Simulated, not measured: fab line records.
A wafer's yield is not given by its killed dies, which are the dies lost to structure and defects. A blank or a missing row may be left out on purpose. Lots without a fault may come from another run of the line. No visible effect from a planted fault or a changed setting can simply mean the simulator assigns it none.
The tool behind it: which one? | flow n5_finfet | 10 lots with 30 wafers sampled at 2 steps, on a route of 1938 steps

## WHAT THE GAUGES READ, wafer by wafer
N5_SD_EPI_P_OVL_MEAS_10.
lot  | measured    | on         | SD_P_BLK_OVL (nm)
L076 | day 3 18:07 | overlay-01 | 0.1 -1.0 0.3
L078 | day 4 09:56 | overlay-01 | 0.4 0.1 0.8
L080 | day 4 17:58 | overlay-01 | 0.5 -0.2 0.5
L082 | day 5 13:34 | overlay-02 | 1.0 0.6 1.2
L084 | day 5 19:42 | overlay-02 | 0.0 -0.3 0.0
L087 | day 6 19:01 | overlay-02 | -0.7 -0.9 -0.9
L089 | day 7 03:58 | overlay-01 | -0.1 0.3 -1.5
L092 | day 7 18:50 | overlay-01 | -0.5 1.2 0.1
L094 | day 8 06:15 | overlay-01 | -1.9 0.0 0.2
L096 | day 8 22:49 | overlay-01 | -0.4 -0.9 0.4

## WHAT TOOL EACH LOT RAN ON (gives the tool, then ch and the chambers of the sampled wafers, and finally the start)
lot  | N5_SD_EPI_N_STRIP_38
L076 | plasma_asher-02 ch 0,1, day 3 14:18
L078 | plasma_asher-02 ch 0,1, day 4 06:28
L080 | plasma_asher-01 ch 0,1, day 4 14:11
L082 | plasma_asher-01 ch 1, day 5 09:59
L084 | plasma_asher-02 ch 0,1, day 5 16:02
L087 | plasma_asher-02 ch 0,1, day 6 14:41
L089 | plasma_asher-02 ch 0,1, day 7 00:23
L092 | plasma_asher-01 ch 0,1, day 7 14:16
L094 | plasma_asher-01 ch 0,1, day 8 02:08
L096 | plasma_asher-02 ch 0,1, day 8 18:26
- N5_SD_EPI_N_STRIP_38: strips in N2/H2.

## THE ANSWER, worked out from the rows above alone
Rule: the usual values come from the lots themselves. Put in order of their means at a reading, lots are off if they are a third of the lots or fewer, leave a main group of 4 or more, and stand apart from it by a gap of 3 or more times the standard deviation of the main group's means; of several such gaps the widest counts. A main group whose means are all the same, to the digits that the tables above print for the reading, isn't used. A lot without any number at a reading at which 4 lots or more have one is off too. Any other lot the step has rows for is counted as sound.
Across all readings shown, no lot is off: no conclusion can be drawn from this.

## WHAT THE SIMULATOR HAD INSERTED
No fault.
